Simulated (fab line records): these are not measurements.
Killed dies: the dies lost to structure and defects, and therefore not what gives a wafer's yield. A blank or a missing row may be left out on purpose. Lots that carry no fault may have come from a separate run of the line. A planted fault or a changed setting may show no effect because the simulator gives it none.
fab line records | flow n5-finfet
[record] lots = 7 wafers = 21
route steps=1938 shown ZERO_LAYER@16 FIN_CUT@155 DUMMY_GATE@248 SD_EPI_N@267
start-h: start of the lot's first displayed wafer, in hours after the record's first day | wait-h: hours elapsed since this lot's preceding step | " same as the row above | L1.1+2: a single row standing in for several wafers | - no value present, or no start provided | * or withheld: withheld | < > ~ a bound
route shown NAME@n: NAME is a module with steps in the file, n the number in the route of the first one | usual: average and standard deviation across the fault-free wafers | same: alike in all rows | chamber/n: place in a boat | sites: the reading at each site | _std_site: their standard deviation | _edge_site: outer sites' mean less inner sites' | radius-mm: how far each site lies from the wafer's centre | mask NAME#n: copy n | behind: the most recent tool/chamber to have shaped the wafer | hold: the reason the lot was held/the length of the hold in hours/how it ended | device: the transistor (n, p or np) that didn't switch | end of line: tests run on the same wafers once the route is complete | a step given without rows: its recipe and nothing more | killed: dies lost to structure and defects at the first sort, not the wafer's yield | map: per-die view of a wafer (x killed, . not killed, _ where there is no die)
set.NAME: the setting the step ran with; set.NAME@STEP: the setting that earlier step ran with | model.NAME: the simulator's own value behind a step, which no gauge read
lots run with intentionally changed settings; tables by step, rows by wafer
[[steps]]
[step N5_ZERO_LAYER_ETCH_18]
[recipe] chemistry = HBr/Cl2 target = Si target-depth-a = 1200 time-s = 40 pressure-mtorr = 10 icp-w = 800 bias-w = 75 HBr_flow_sccm = 150 Cl2_flow_sccm = 80
// columns lot.wafer tool chamber start-h wait-h set.icp-w model.etch.depth-nm model.ZERO_LAYER.feature-depth-nm
L076.2 rie-si-06 1 24.85 0.1 746.2 115.2 115.2
L076.4 " 0 " " 800 118.3 118.3
L076.6 " 1 " " 746.2 114.1 114.1
L078.1 rie-si-05 0 36.80 0.0 800 120.1 120.1
L078.3 " 2 " " 933.8 132.6 132.6
L078.6 " 3 " " 933.8 131.2 131.2
L079.2 rie-si-01 3 42.88 0.0 800 119.6 119.6
L079.5 " 2 " " 876.9 123.8 123.9
L079.6 " 3 " " 800 119.1 119.1
L083.3 rie-si-05 1 67.15 0.0 800 121.6 121.6
L083.5 " 0 " " 800 118.9 118.9
L083.6 " 3 " " 800 122.1 122.1
L086.1 rie-si-06 3 84.80 0.0 800 117.4 117.4
L086.5 " 0 " " 800 119.9 119.9
L086.6 " 1 " " 800 121.7 121.7
L094.2 rie-si-06 1 132.91 0.0 800 120.6 120.6
L094.3 " 0 " " 800 119.7 119.7
L094.6 " 1 " " 800 120.2 120.2
L096.2 rie-si-05 1 144.92 0.0 800 122.7 122.7
L096.5 " 1 " " 800 123.1 123.1
L096.6 " 0 " " 800 119.7 119.7
[step N5_FIN_CUT_COAT_19]
[recipe] resist = SiARC temp-c = 220 time-s = 60 spin-rpm = 1500 resist-thk-nm = 20
// columns lot.wafer tool chamber start-h wait-h set.spin-rpm model.SiARC_of_FIN_CUT_COAT_19.thk-nm
L076.2+6 litho-track-03 0 - - 1663 19
L076.4 " 0 " " 1500 20
L078.1 litho-track-03 0 - - 1500 20
L078.3+6 " 0 " " 1558 19.6
L079.2+5 litho-track-03 0 - - 1500 20
L079.6 " 0 " " 1446 20.4
L083.3+5+6 litho-track-03 0 - - 1500 20
L086.1 litho-track-01 0 - - 1500 20
L086.5 " 0 " " 1500 20.2
L086.6 " 0 " " 1553 19.6
L094.2+6 litho-track-01 0 - - 1500 20
L094.3 " 0 " " 1640 19.2
L096.2 litho-track-03 0 - - 1661 19
L096.5+6 " 0 " " 1500 20
[step N5_FIN_CUT_EXPOSE_05]
[recipe] mask-id = FIN_CUT na = 0.33 source-shape = annular sigma-inner = 0.35 sigma-outer = 0.8 polarization = unpolarized dose-mj = 45.75
// columns lot.wafer tool chamber start-h wait-h mask set.dose-mj
L076.2+6 euv-scanner-01 0 39.23 - FIN_CUT#0 43.39
L076.4 " 0 " " FIN_CUT#0 45.75
L078.1+6 euv-scanner-01 0 52.48 - FIN_CUT#0 45.75
L078.3 " 0 " " FIN_CUT#0 47.61
L079.2+5+6 euv-scanner-02 0 56.67 - FIN_CUT#0 45.75
L083.3+5+6 euv-scanner-02 0 81.26 - FIN_CUT#0 45.75
L086.1+5 euv-scanner-02 0 101.57 - FIN_CUT#0 45.75
L086.6 " 0 " " FIN_CUT#0 49.13
L094.2+3+6 euv-scanner-01 0 147.22 - FIN_CUT#0 45.75
L096.2+5 euv-scanner-02 0 161.81 - FIN_CUT#0 48.81
L096.6 " 0 " " FIN_CUT#0 45.75
[step N5_FIN_CUT_PEB_06]
[recipe] peb-temp-c = 100 peb-time-s = 60 resist = CAR-EUV
[step N5_FIN_CUT_DEVELOP_07]
[recipe] develop-time-s = 30 developer = TMAH resist = CAR-EUV rinse-liquid = surfactant-rinse dry = air-spin dev-temp-c = 23
[step N5_FIN_CUT_CD_MEAS_08]
[recipe] target-cd-nm = 29.1 landing-energy-ev = 500 detector = se-inlens polarity = opening
[usual] cd-nm = 29.16/0.23
// columns lot.wafer tool chamber start-h wait-h set.dose-mj@FIN_CUT_EXPOSE_05 cd-nm
L076.2 cd-sem-03 0 39.36 - 43.39 28.15
L076.4 " 0 " " 45.75 28.67
L076.6 " 0 " " 43.39 28.15
L078.1 cd-sem-03 0 52.62 - 45.75 29.17
L078.3 " 0 " " 47.61 29.78
L078.6 " 0 " " 45.75 29.31
L079.2 cd-sem-02 0 56.80 - 45.75 29.09
L079.5 " 0 " " 45.75 28.98
L079.6 " 0 " " 45.75 28.96
L083.3 cd-sem-03 0 81.38 - 45.75 29.01
L083.5 " 0 " " 45.75 29.09
L083.6 " 0 " " 45.75 29.45
L086.1 cd-sem-02 0 101.70 - 45.75 29.30
L086.5 " 0 " " 45.75 29.46
L086.6 " 0 " " 49.13 30.40
L094.2 cd-sem-03 0 147.34 - 45.75 28.84
L094.3 " 0 " " 45.75 29.62
L094.6 " 0 " " 45.75 29.15
L096.2 cd-sem-01 0 161.93 - 48.81 30.18
L096.5 " 0 " " 48.81 30.54
L096.6 " 0 " " 45.75 29.39
[step N5_FIN_CUT_DESCUM_13]
[recipe] chemistry = O2 time-s = 7 source-power-w = 50 bias-power-w = 20 pressure-mtorr = 20 rf-frequency-hz = 2.712e+07 temp-c = 40 resist = CAR-EUV o2-flow-sccm = 225
[step N5_FIN_CUT_ETCH_30]
[recipe] chemistry = N2/H2 target = underlayer target-depth-a = 130 mask-material = CAR-EUV time-s = 10.4 ion-energy-ev = 200 pressure-mtorr = 30 source-w = 840 bias-w = 150 n2-flow-sccm = 200 h2-flow-sccm = 200 ends = cleared
// columns lot.wafer tool chamber start-h wait-h set.dose-mj@FIN_CUT_EXPOSE_05 model.FIN_CUT.cd-offset-nm
L076.2+6 rie-diel-04 0,2 39.52 0.0 43.39 -1
L076.4 " 1 " " 45.75 0
L078.1 rie-diel-03 3 52.88 0.0 45.75 0
L078.3 " 2 " " 47.61 0.6
L078.6 " 3 " " 45.75 -0.2
L079.2+6 rie-diel-02 2,3 56.95 0.0 45.75 0
L079.5 " 0 " " 45.75 -0.2
L083.3 rie-diel-03 3 81.54 0.0 45.75 0
L083.5+6 " 1,2 " " 45.75 0.2
L086.1 rie-diel-04 3 101.87 0.0 45.75 0.2
L086.5 " 3 " " 45.75 0
L086.6 " 2 " " 49.13 1.2
L094.2+3 rie-diel-03 0,3 147.50 0.0 45.75 0
L094.6 " 1 " " 45.75 0.2
L096.2+5 rie-diel-04 3,1 162.09 0.0 48.81 1
L096.6 " 2 " " 45.75 -0.2
[step N5_FIN_CUT_ETCH_20]
[recipe] chemistry = CF4 target = SiARC target-depth-a = 260 mask-material = CAR-EUV time-s = 43.3 ion-energy-ev = 80 pressure-mtorr = 40 source-w = 545 bias-w = 36 Ar_flow_sccm = 100 cf4-flow-sccm = 100 ends = cleared
[usual] etch-rf-on-time-s = 43.5/0.57
// columns lot.wafer tool chamber start-h wait-h set.spin-rpm@FIN_CUT_COAT_19 set.dose-mj@FIN_CUT_EXPOSE_05 etch-rf-on-time-s model.etch.depth-nm model.FIN_CUT.cd-offset-nm
L076.2 rie-diel-04 0 39.54 0.0 1663 43.39 41.8 19.02 -1
L076.4 " 1 " " 1500 45.75 43.6 20.03 0
L076.6 " 2 " " 1663 43.39 42.0 19.04 -1.2
L078.1 rie-diel-03 3 52.90 0.0 1500 45.75 42.8 19.99 0.2
L078.3 " 2 " " 1558 47.61 42.0 19.65 0.8
L078.6 " 3 " " 1558 45.75 42.1 19.6 0
L079.2 rie-diel-02 2 56.97 0.0 1500 45.75 43.5 20.05 0
L079.5 " 0 " " 1500 45.75 43.8 19.98 0
L079.6 " 3 " " 1446 45.75 44.6 20.35 0.2
L083.3 rie-diel-03 3 81.56 0.0 1500 45.75 43.3 20.07 0.2
L083.5 " 1 " " 1500 45.75 43.3 20.01 0.2
L083.6 " 2 " " 1500 45.75 43.6 19.97 0.2
L086.1 rie-diel-04 3 101.89 0.0 1500 45.75 42.9 20.02 0.2
L086.5 " 3 " " 1500 45.75 43.2 20.1 0.2
L086.6 " 2 " " 1553 49.13 43.3 19.68 1.2
L094.2 rie-diel-03 0 147.52 0.0 1500 45.75 43.1 20.06 0.2
L094.3 " 3 " " 1640 45.75 40.9 19.13 0
L094.6 " 1 " " 1500 45.75 42.9 20 0.2
L096.2 rie-diel-04 3 162.11 0.0 1661 48.81 41.1 19.01 1
L096.5 " 1 " " 1500 48.81 43.5 19.98 1.2
L096.6 " 2 " " 1500 45.75 43.8 20 0
[step N5_FIN_CUT_ETCH_21]
[recipe] chemistry = N2/H2 target = SOC target-depth-a = 2190 overetch-a = 438 mask-material = SiARC temp-c = 40 ion-energy-ev = 100 bias-w = 61 time-s = 523.5 pressure-mtorr = 30 source-w = 850 n2-flow-sccm = 200 h2-flow-sccm = 200
// columns lot.wafer tool chamber start-h wait-h set.spin-rpm@FIN_CUT_COAT_19 model.SiARC_of_FIN_CUT_COAT_19.thk-nm
L076.2 rie-diel-04 0 39.58 0.0 1663 11
L076.4 " 1 " " 1500 12
L076.6 " 2 " " 1663 11.2
L078.1 rie-diel-03 3 52.94 0.0 1500 12
L078.3 " 2 " " 1558 11.6
L078.6 " 3 " " 1558 11.4
L079.2+5 rie-diel-02 2,0 57.01 0.0 1500 12
L079.6 " 3 " " 1446 12.4
L083.3 rie-diel-03 3 81.60 0.0 1500 12
L083.5+6 " 1,2 " " 1500 11.8
L086.1+5 rie-diel-04 3 101.93 0.0 1500 12
L086.6 " 2 " " 1553 11.8
L094.2 rie-diel-03 0 147.56 0.0 1500 12
L094.3 " 3 " " 1640 11
L094.6 " 1 " " 1500 11.8
L096.2 rie-diel-04 3 162.15 0.0 1661 11
L096.5 " 1 " " 1500 11.8
L096.6 " 2 " " 1500 12
[step N5_FIN_CUT_STRIP_23]
[recipe] chemistry = N2/H2 temp-c = 40 n2-flow-sccm = 200 h2-flow-sccm = 200 rf-frequency-hz = 6e+07
[step N5_FIN_CUT_STRIP_31]
[recipe] chemistry = N2/H2 temp-c = 40 n2-flow-sccm = 200 h2-flow-sccm = 200 rf-frequency-hz = 6e+07
[step N5_FIN_CUT_STRIP_24]
[recipe] chemistry = CF4 resist = SiARC power-w = 300 bias-power-w = 75 pressure-mtorr = 50 cf4-flow-sccm = 150 rf-frequency-hz = 6e+07
[step N5_FIN_CUT_CUT_ETCH_26]
[recipe] chemistry = CH3F/O2 target = SiNx target-depth-a = 390 mask-material = SOC time-s = 55.7 pressure-mtorr = 30 source-w = 395 bias-w = 73 Ar_flow_sccm = 150 CH3F_flow_sccm = 30 O2_flow_sccm = 20 ion-energy-ev = 120
[step N5_FIN_CUT_CUT_ETCH_27]
[recipe] chemistry = CHF3/O2 target = SiO2 target-depth-a = 40 mask-material = SOC overetch-a = 20 time-s = 4.9 pressure-mtorr = 30 source-w = 650 bias-w = 170 Ar_flow_sccm = 200 CHF3_flow_sccm = 50 O2_flow_sccm = 5 ion-energy-ev = 200
// columns lot.wafer tool chamber start-h wait-h set.dose-mj@FIN_CUT_EXPOSE_05 model.FIN_CUT.cd-offset-nm
L076.2 rie-diel-04 0 39.97 0.0 43.39 -0.8
L076.4 " 1 " " 45.75 -0.2
L076.6 " 2 " " 43.39 -1
L078.1 rie-diel-03 3 53.33 0.0 45.75 0.2
L078.3 " 2 " " 47.61 0.4
L078.6 " 3 " " 45.75 -0.4
L079.2 rie-diel-02 2 57.40 0.0 45.75 -0.4
L079.5 " 0 " " 45.75 0
L079.6 " 3 " " 45.75 0.2
L083.3 rie-diel-03 3 81.98 0.0 45.75 -0.2
L083.5 " 1 " " 45.75 0.2
L083.6 " 2 " " 45.75 -0.4
L086.1 rie-diel-04 3 102.32 0.0 45.75 0.4
L086.5 " 3 " " 45.75 0.2
L086.6 " 2 " " 49.13 1.4
L094.2 rie-diel-03 0 147.95 0.0 45.75 0
L094.3 " 3 " " 45.75 0.2
L094.6 " 1 " " 45.75 0.4
L096.2 rie-diel-04 3 162.54 0.0 48.81 1.4
L096.5 " 1 " " 48.81 0.8
L096.6 " 2 " " 45.75 -0.6
[step N5_DUMMY_GATE_ETCH_44]
[recipe] chemistry = HBr/O2 over-etch-frac = 0.7 target-depth-a = 1275 stop-on = SiO2 ion-energy-ev = 60 bias-w = 20 target = poly-Si mask-material = SiO2 pressure-mtorr = 20 icp-w = 400 HBr_flow_sccm = 120 O2_flow_sccm = 10
[usual] oes-product-au = 0.721/0.011
// columns lot.wafer tool chamber start-h wait-h set.target-depth-a oes-product-au
L076.2 rie-si-02 1 60.11 0.0 1183 0.735
L076.4 " 3 " " 1275 0.713
L076.6 " 1 " " 1275 0.711
L078.1 rie-si-03 3 74.12 0.0 1170 0.752
L078.3 " 1 " " 1170 0.751
L078.6 " 1 " " 1275 0.721
L079.2 rie-si-02 2 76.20 0.0 1275 0.726
L079.5 " 2 " " 1275 0.707
L079.6 " 1 " " 1275 0.728
L083.3 rie-si-02 1 101.36 0.0 1275 0.716
L083.5 " 2 " " 1275 0.723
L083.6 " 3 " " 1275 0.723
L086.1 rie-si-04 2 121.18 0.0 1275 0.717
L086.5 " 0 " " 1275 0.704
L086.6 " 1 " " 1180 0.764
L094.2 rie-si-03 3 167.52 0.0 1275 0.720
L094.3 " 1 " " 1275 0.713
L094.6 " 2 " " 1275 0.735
L096.2 rie-si-02 3 186.25 0.0 1144 0.740
L096.5 " 3 " " 1275 0.713
L096.6 " 2 " " 1144 0.755
[step N5_SD_EPI_N_EXPOSE_06]
[recipe] mask-id = SD_N_BLK na = 1.35 source-shape = conventional sigma-outer = 0.8 polarization = unpolarized target-cd-nm = 120 dose-mj = 39.75
// columns lot.wafer tool chamber start-h wait-h mask set.dose-mj
L076.2+4+6 arfi-scanner-03 0 61.39 - SD_N_BLK#0 39.75
L078.1+3+6 arfi-scanner-02 0 75.39 - SD_N_BLK#0 39.75
L079.2 arfi-scanner-01 0 78.31 - SD_N_BLK#0 36.8
L079.5+6 " 0 " " SD_N_BLK#0 39.75
L083.3+5+6 arfi-scanner-03 0 102.65 - SD_N_BLK#0 39.75
L086.1 arfi-scanner-03 0 122.55 - SD_N_BLK#0 39.75
L086.5+6 " 0 " " SD_N_BLK#0 41.83
L094.2+3+6 arfi-scanner-02 0 169.06 - SD_N_BLK#0 38.73
L096.2+6 arfi-scanner-01 0 189.95 - SD_N_BLK#0 39.75
L096.5 " 0 " " SD_N_BLK#0 37.62
[step N5_SD_EPI_N_PEB_07]
[recipe] peb-temp-c = 110 peb-time-s = 60 resist = CAR-ArF-block
[step N5_SD_EPI_N_DEVELOP_08]
[recipe] develop-time-s = 30 developer = TMAH resist = CAR-ArF-block dev-temp-c = 23 rinse-liquid = diw dry = air-spin
[step N5_SD_EPI_N_CD_MEAS_09]
[recipe] target-cd-nm = 120 landing-energy-ev = 500 detector = se-inlens
[usual] cd-nm = 120.0/0.61
// columns lot.wafer tool chamber start-h wait-h set.dose-mj@SD_EPI_N_EXPOSE_06 cd-nm
L076.2 cd-sem-01 0 61.51 - 39.75 118.9
L076.4 " 0 " " 39.75 118.8
L076.6 " 0 " " 39.75 118.7
L078.1 cd-sem-01 0 75.52 - 39.75 119.4
L078.3 " 0 " " 39.75 119.8
L078.6 " 0 " " 39.75 120.0
L079.2 cd-sem-01 0 78.43 - 36.8 115.3
L079.5 " 0 " " 39.75 121.1
L079.6 " 0 " " 39.75 120.2
L083.3 cd-sem-01 0 102.76 - 39.75 119.0
L083.5 " 0 " " 39.75 118.6
L083.6 " 0 " " 39.75 118.0
L086.1 cd-sem-03 0 122.67 - 39.75 120.5
L086.5 " 0 " " 41.83 125.0
L086.6 " 0 " " 41.83 124.4
L094.2 cd-sem-02 0 169.18 - 38.73 118.6
L094.3 " 0 " " 38.73 117.3
L094.6 " 0 " " 38.73 117.8
L096.2 cd-sem-03 0 190.07 - 39.75 119.8
L096.5 " 0 " " 37.62 115.9
L096.6 " 0 " " 39.75 119.5
[step N5_SD_EPI_N_DESCUM_14]
[recipe] chemistry = O2 time-s = 7.9 source-power-w = 50 bias-power-w = 20 pressure-mtorr = 20 rf-frequency-hz = 2.712e+07 temp-c = 40 resist = CAR-ArF-block o2-flow-sccm = 225
// columns lot.wafer tool chamber start-h wait-h set.dose-mj@SD_EPI_N_EXPOSE_06 model.SD_EPI_N.cd-nm
L076.2+4 rie-diel-05 3,1 61.60 0.0 39.75 119
L076.6 " 3 " " 39.75 118.6
L078.1 rie-diel-06 1 75.61 0.0 39.75 119
L078.3+6 " 0,2 " " 39.75 120
L079.2 rie-diel-01 3 78.52 0.0 36.8 115
L079.5 " 0 " " 39.75 121
L079.6 " 3 " " 39.75 120.2
L083.3 rie-diel-06 3 102.85 0.0 39.75 118.6
L083.5 " 3 " " 39.75 118.4
L083.6 " 0 " " 39.75 118.2
L086.1 rie-diel-05 3 122.76 0.0 39.75 120.6
L086.5 " 2 " " 41.83 124.8
L086.6 " 3 " " 41.83 124.2
L094.2 rie-diel-06 0 169.26 0.0 38.73 118.2
L094.3 " 3 " " 38.73 117.6
L094.6 " 0 " " 38.73 118
L096.2 rie-diel-06 3 190.16 0.0 39.75 119.8
L096.5 " 1 " " 37.62 115.8
L096.6 " 2 " " 39.75 119.6
[step N5_SD_EPI_N_ETCH_34]
[recipe] chemistry = CF4 target = SiARC target-depth-a = 455 mask-material = CAR-ArF-block time-s = 75.8 ion-energy-ev = 80 pressure-mtorr = 40 source-w = 545 bias-w = 36 Ar_flow_sccm = 100 cf4-flow-sccm = 100 ends = cleared
// columns lot.wafer tool chamber start-h wait-h set.dose-mj@SD_EPI_N_EXPOSE_06 model.SD_EPI_N.cd-nm
L076.2+4 rie-diel-05 3,1 61.63 0.0 39.75 119
L076.6 " 3 " " 39.75 118.4
L078.1 rie-diel-06 1 75.64 0.0 39.75 119
L078.3+6 " 0,2 " " 39.75 119.8
L079.2 rie-diel-01 3 78.55 0.0 36.8 114.8
L079.5 " 0 " " 39.75 120.8
L079.6 " 3 " " 39.75 120.2
L083.3 rie-diel-06 3 102.88 0.0 39.75 119
L083.5 " 3 " " 39.75 118.6
L083.6 " 0 " " 39.75 118.2
L086.1 rie-diel-05 3 122.81 0.0 39.75 120.4
L086.5 " 2 " " 41.83 124.8
L086.6 " 3 " " 41.83 124
L094.2 rie-diel-06 0 169.30 0.0 38.73 118.4
L094.3 " 3 " " 38.73 117.8
L094.6 " 0 " " 38.73 118.2
L096.2 rie-diel-06 3 190.20 0.0 39.75 119.8
L096.5 " 1 " " 37.62 115.6
L096.6 " 2 " " 39.75 119.6
[step N5_SD_EPI_N_ETCH_35]
[recipe] chemistry = N2/H2 target = SOC overetch-a = 1080 mask-material = SiARC temp-c = 40 ion-energy-ev = 100 source-w = 3000 bias-w = 133 pressure-mtorr = 20 time-s = 486 n2-flow-sccm = 200 h2-flow-sccm = 200
// columns lot.wafer tool chamber start-h wait-h set.dose-mj@SD_EPI_N_EXPOSE_06 model.SD_EPI_N.cd-nm
L076.2 rie-diel-05 3 61.69 0.0 39.75 120.6
L076.4 " 1 " " 39.75 119.8
L076.6 " 3 " " 39.75 119.2
L078.1 rie-diel-06 1 75.70 0.0 39.75 119.2
L078.3 " 0 " " 39.75 120.6
L078.6 " 2 " " 39.75 120.2
L079.2 rie-diel-01 3 78.61 0.0 36.8 115.2
L079.5 " 0 " " 39.75 120.2
L079.6 " 3 " " 39.75 120.8
L083.3 rie-diel-06 3 102.94 0.0 39.75 118.8
L083.5 " 3 " " 39.75 118.2
L083.6 " 0 " " 39.75 119.4
L086.1 rie-diel-05 3 122.90 0.1 39.75 120.6
L086.5 " 2 " " 41.83 126
L086.6 " 3 " " 41.83 124.2
L094.2 rie-diel-06 0 169.35 0.0 38.73 119.6
L094.3 " 3 " " 38.73 116.8
L094.6 " 0 " " 38.73 120.2
L096.2 rie-diel-06 3 190.25 0.0 39.75 120
L096.5 " 1 " " 37.62 117.2
L096.6 " 2 " " 39.75 120.2
[step N5_SD_EPI_N_ETCH_16]
[recipe] chemistry = CHF3/O2 target = SiO2 target-depth-a = 50 mask-material = SOC pressure-mtorr = 30 source-w = 650 bias-w = 170 Ar_flow_sccm = 200 CHF3_flow_sccm = 50 O2_flow_sccm = 5 ion-energy-ev = 200
// columns lot.wafer tool chamber start-h wait-h set.target-depth-a set.dose-mj@SD_EPI_N_EXPOSE_06 model.SD_EPI_N.cd-nm model.etch.depth-nm
L076.2 rie-diel-05 3 62.21 0.1 50 39.75 120.6 4.864
L076.4 " 1 " " 50 39.75 120 5.011
L076.6 " 3 " " 44.09 39.75 119 4.34
L078.1 rie-diel-06 1 76.22 0.1 53.18 39.75 119.2 5.27
L078.3 " 0 " " 50 39.75 120.6 4.942
L078.6 " 2 " " 53.18 39.75 120.2 5.207
L079.2 rie-diel-01 3 79.13 0.1 50 36.8 115.2 5.052
L079.5 " 0 " " 54.79 39.75 120.2 5.457
L079.6 " 3 " " 54.79 39.75 120.8 5.544
L083.3 rie-diel-06 3 103.46 0.1 50 39.75 118.8 4.971
L083.5 " 3 " " 50 39.75 118.2 4.927
L083.6 " 0 " " 50 39.75 119.2 5.018
L086.1 rie-diel-05 3 123.69 0.1 50 39.75 120.6 5.084
L086.5 " 2 " " 50 41.83 126.2 5.171
L086.6 " 3 " " 50 41.83 124.2 5.102
L094.2 rie-diel-06 0 169.88 0.1 52.84 38.73 119.6 5.296
L094.3 " 3 " " 52.84 38.73 116.8 5.24
L094.6 " 0 " " 50 38.73 120.4 5.042
L096.2 rie-diel-06 3 190.78 0.1 50 39.75 120 4.953
L096.5 " 1 " " 50 37.62 117.2 4.944
L096.6 " 2 " " 50 39.75 120.2 4.932
[[key]]
[split] step = N5_ZERO_LAYER_ETCH_18 setting = icp-w stated = 800 by = wafer
[response] step = N5_ZERO_LAYER_ETCH_18 reading = model.etch.depth-nm change = +0.635 per = 1% r = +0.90
[response] step = N5_ZERO_LAYER_ETCH_18 reading = model.ZERO_LAYER.feature-depth-nm change = +0.635 per = 1% r = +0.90
[split] step = N5_FIN_CUT_COAT_19 setting = spin-rpm stated = 1500 by = wafer
[response] step = N5_FIN_CUT_COAT_19 reading = model.SiARC_of_FIN_CUT_COAT_19.thk-nm change = -0.0937 per = 1% r = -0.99
[response] step = N5_FIN_CUT_ETCH_20 reading = etch-rf-on-time-s change = * per = 1% r = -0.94
[response] step = N5_FIN_CUT_ETCH_20 reading = model.etch.depth-nm change = -0.0939 per = 1% r = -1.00
[response] step = N5_FIN_CUT_ETCH_21 reading = model.SiARC_of_FIN_CUT_COAT_19.thk-nm change = -0.0885 per = 1% r = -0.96
[split] step = N5_FIN_CUT_EXPOSE_05 setting = dose-mj stated = 45.75 by = wafer
[response] step = N5_FIN_CUT_CD_MEAS_08 reading = cd-nm change = +0.133 per = 1% r = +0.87
[response] step = N5_FIN_CUT_ETCH_30 reading = model.FIN_CUT.cd-offset-nm change = +0.17 per = 1% r = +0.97
[response] step = N5_FIN_CUT_ETCH_20 reading = model.FIN_CUT.cd-offset-nm change = +0.163 per = 1% r = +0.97
[response] step = N5_FIN_CUT_CUT_ETCH_27 reading = model.FIN_CUT.cd-offset-nm change = +0.176 per = 1% r = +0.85
[split] step = N5_DUMMY_GATE_ETCH_44 setting = target-depth-a stated = 1275 by = wafer
[response] step = N5_DUMMY_GATE_ETCH_44 reading = oes-product-au change = -0.00416 per = 1% r = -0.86
[split] step = N5_SD_EPI_N_EXPOSE_06 setting = dose-mj stated = 39.75 by = wafer
[response] step = N5_SD_EPI_N_CD_MEAS_09 reading = cd-nm change = +0.739 per = 1% r = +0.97
[response] step = N5_SD_EPI_N_DESCUM_14 reading = model.SD_EPI_N.cd-nm change = +0.745 per = 1% r = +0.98
[response] step = N5_SD_EPI_N_ETCH_34 reading = model.SD_EPI_N.cd-nm change = +0.766 per = 1% r = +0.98
[response] step = N5_SD_EPI_N_ETCH_35 reading = model.SD_EPI_N.cd-nm change = +0.705 per = 1% r = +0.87
[response] step = N5_SD_EPI_N_ETCH_16 reading = model.SD_EPI_N.cd-nm change = +0.71 per = 1% r = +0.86
[split] step = N5_SD_EPI_N_ETCH_16 setting = target-depth-a stated = 50 by = wafer
[response] step = N5_SD_EPI_N_ETCH_16 reading = model.etch.depth-nm change = +0.0478 per = 1% r = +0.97
